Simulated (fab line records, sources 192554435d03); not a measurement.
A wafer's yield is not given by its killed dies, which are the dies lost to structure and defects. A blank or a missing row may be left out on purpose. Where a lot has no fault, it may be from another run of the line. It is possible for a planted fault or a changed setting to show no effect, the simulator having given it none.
Which of the tools did it?    flow n5-finfet    36 wafers from 12 lots sampled at 6 of the route's 1938 steps

WHAT EACH GAUGE READ, for each wafer
N5_GATE_CUT_INSPECT_26: inspects for defects (darkfield).
lot   measured      on                 raw-defect-count
L075  day 4 20:34   defect-inspect-01  41 30 27
L077  day 5 10:16   defect-inspect-02  37 40 44
L079  day 5 22:05   defect-inspect-01  68 41 25
L081  day 6 10:25   defect-inspect-02  34 35 51
L083  day 6 21:38   defect-inspect-02  44 40 57
L085  day 7 12:00   defect-inspect-02  44 31 48
L087  day 7 23:20   defect-inspect-01  43 50 32
L089  day 8 07:57   defect-inspect-02  32 36 30
L091  day 8 22:09   defect-inspect-01  53 72 46
L093  day 9 06:25   defect-inspect-02  59 30 43
L095  day 10 00:17  defect-inspect-02  29 31 51
L097  day 10 09:11  defect-inspect-02  52 18 16

EACH LOT AND THE TOOL THAT RAN IT (in order: tool; ch and the chambers of the sampled wafers; start)
lot   N5_HKMG_FIN_ALD_79                  N5_HKMG_FIN_STRIP_90               N5_HKMG_FIN_STRIP_69                 N5_GATE_CUT_SAC_CAP_01             N5_GATE_CUT_CUT_ETCH_54
L075  ald-metal-02 ch 0,2,3, day 4 05:28  rie-diel-05 ch 0,2,3, day 4 10:25  plasma-asher-02 ch 0,1, day 4 10:43  ald-sin-02 ch 0,2, day 4 12:59     rie-metal-01 ch 0,1, day 4 16:52
L077  ald-metal-03 ch 0,3, day 4 20:14    rie-diel-05 ch 0,1,3, day 5 00:37  plasma-asher-02 ch 0,1, day 5 00:55  ald-sin-04 ch 1,2,3, day 5 03:11   rie-metal-03 ch 0,1, day 5 07:11
L079  ald-metal-04 ch 1,3, day 5 08:19    rie-diel-05 ch 0,1,3, day 5 12:40  plasma-asher-01 ch 0,1, day 5 13:05  ald-sin-02 ch 0,1, day 5 15:40     rie-metal-03 ch 0,1, day 5 19:12
L081  ald-metal-02 ch 0,2,3, day 5 19:06  rie-diel-04 ch 0,2, day 5 23:51    plasma-asher-02 ch 0,1, day 6 00:09  ald-sin-01 ch 0,2,3, day 6 03:38   rie-metal-02 ch 1, day 6 07:17
L083  ald-metal-03 ch 0,1,3, day 6 07:55  rie-diel-04 ch 1,2,3, day 6 12:37  plasma-asher-02 ch 0, day 6 12:55    ald-sin-01 ch 2,3, day 6 15:11     rie-metal-01 ch 0,1, day 6 18:43
L085  ald-metal-03 ch 0,2,3, day 6 20:59  rie-diel-04 ch 0,2,3, day 7 01:52  plasma-asher-01 ch 0,1, day 7 02:17  ald-sin-02 ch 1,2,3, day 7 04:26   rie-metal-03 ch 0,1, day 7 08:09
L087  ald-metal-03 ch 0,3, day 7 09:45    rie-diel-05 ch 0,2,3, day 7 14:10  plasma-asher-01 ch 0,1, day 7 14:28  ald-sin-01 ch 0,1,3, day 7 16:44   rie-metal-02 ch 0,1, day 7 20:25
L089  ald-metal-04 ch 0,2,3, day 7 17:34  rie-diel-03 ch 0,2,3, day 7 22:01  plasma-asher-01 ch 0,1, day 7 22:30  ald-sin-04 ch 0,1,3, day 8 01:03   rie-metal-03 ch 0,1, day 8 05:02
L091  ald-metal-04 ch 0,1,3, day 8 07:22  rie-diel-03 ch 1,2, day 8 11:47    plasma-asher-01 ch 0, day 8 12:05    ald-sin-01 ch 0,2,3, day 8 14:49   rie-metal-01 ch 0,1, day 8 18:43
L093  ald-metal-02 ch 1,2, day 8 16:01    rie-diel-04 ch 0,1,2, day 8 21:18  plasma-asher-01 ch 0,1, day 8 21:36  ald-sin-04 ch 0,1, day 8 23:53     rie-metal-03 ch 0,1, day 9 03:31
L095  ald-metal-04 ch 0,1,2, day 9 09:33  rie-diel-05 ch 1,3, day 9 14:04    plasma-asher-01 ch 0, day 9 14:41    ald-sin-01 ch 1,3, day 9 17:00     rie-metal-02 ch 0, day 9 20:52
L097  ald-metal-03 ch 0,2,3, day 9 18:34  rie-diel-04 ch 2,3, day 9 23:07    plasma-asher-02 ch 0,1, day 9 23:32  ald-sin-01 ch 0,1,3, day 10 01:48  rie-metal-03 ch 0,1, day 10 05:19
- N5_HKMG_FIN_ALD_79: deposits TiN, target thk 1.5 nm, pulse time 1 s, purge time 3 s.
- N5_HKMG_FIN_STRIP_90: strips SOC in N2/H2, time 20 s.
- N5_HKMG_FIN_STRIP_69: strips in N2/H2, time 360 s.
- N5_GATE_CUT_SAC_CAP_01: material SiNx, target thk 24 nm, pulse time 1 s, ald cycles 480.
- N5_GATE_CUT_CUT_ETCH_54: etches TiN in Cl2/BCl3, target depth 96.7 nm.

THE ANSWER, worked out from the rows above alone
Rule: what is usual is taken from the lots themselves. Put in order of their means at a reading, lots are off if they are a third of the lots or fewer, leave a main group of 4 or more, and stand apart from it by a gap of 3 or more times the standard deviation of the main group's means; of several such gaps the widest counts. A main group whose means are all the same, to the digits that the tables above print for the reading, isn't used. A lot without any number at a reading at which 4 lots or more have one is off too. Any other lot the step has rows for is counted as sound.
Across all readings shown, no lot is off: no conclusion can be drawn from this.

WHAT WAS PUT IN BY THE SIMULATOR
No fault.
